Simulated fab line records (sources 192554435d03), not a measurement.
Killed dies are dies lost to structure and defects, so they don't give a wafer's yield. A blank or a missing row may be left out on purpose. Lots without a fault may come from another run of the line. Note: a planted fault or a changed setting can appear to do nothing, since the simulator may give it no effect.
Problem report in the 8D (eight disciplines) form, filled by code    flow n5_finfet    the parts of the form that need people (team, actions taken, sign-off) are left out

1. PROBLEM STATEMENT
Wafers without a fault read 1500.1 rpm, standard deviation 0.93; spin_speed_rpm at N5_BEOL_M0_SAQP_COAT_69 reads a mean of 1542.9 rpm on 6 wafers belonging to 2 lots. That puts it +46 standard deviations away from the usual mean.
The step: time 60 s, resist thk 90 nm.
First seen on wafer L419.1, day 9 14:28, on litho_track-02. The record has a number at this step for 12 wafers belonging to 4 lots. Rule for "out" (also "out of limits"): further than 4 standard deviations from the usual mean. All remaining wafers that have a number are taken as sound.

2. WHAT IT IS, WHAT IT ISN'T
question                     is                      is not
which readings at this step  spin_speed_rpm          -
which lots                   L419, L420              L408, L424
which wafers of those lots   all that have a number  -
read on which tools          litho_track-02          litho_track-05
when                         from day 9 14:28        up to then (3 sound wafers); but 3 sound wafers of L424 came after

3. WHAT RULES OUT EACH SUSPECT
Counting: a tool stays on the suspect list if, at a process step up to the reading, it processed all lots that are out and no sound lot following the first of them.
- litho_track-02 at N5_BEOL_M0_SAQP_COAT_69 (time 60 s, resist thk 90 nm): kept. It ran every lot that is out, first L419 (day 9 14:28), and no sound lot after that; its last sound lot up to then is L408 (day 6 22:14). On those wafers its own readings are out: spin_speed_rpm.
Left after counting: litho_track-02 at N5_BEOL_M0_SAQP_COAT_69.

4. THE CAUSE (what the simulator had put in)
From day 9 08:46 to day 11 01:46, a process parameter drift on litho_track-02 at N5_BEOL_M0_SAQP_COAT_69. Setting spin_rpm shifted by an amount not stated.
Only this tool survived the counting.

5. THE EFFECT CHAIN, in route order
One row per reading whose mean, taken over the struck wafers that have a number, lies over 3 standard deviations from the usual. Only readings whose record carries a usual standard deviation are examined. hours: median over the lots of the time between each lot's start at the first step of this table that gives one and its start at this step. sigmas: the change, counted in usual standard deviations.
hours  step                     reading         usual       on struck wafers  change  sigmas
0      N5_BEOL_M0_SAQP_COAT_69  spin_speed_rpm  1500.1 rpm  1542.9            +42.8   +46
Process steps it contains:
- N5_BEOL_M0_SAQP_COAT_69: time 60 s, resist thk 90 nm.
Later steps that measure or inspect, where all struck wafers having a row at the step show a number for every such reading and not one has moved that far: N5_BEOL_M4_RC_MEAS_101.

6. WHAT WOULD HAVE CAUGHT IT SOONER
6 hours passed between the start of the fault at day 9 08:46 and the first reading out of limits in this record, taken at day 9 14:28.
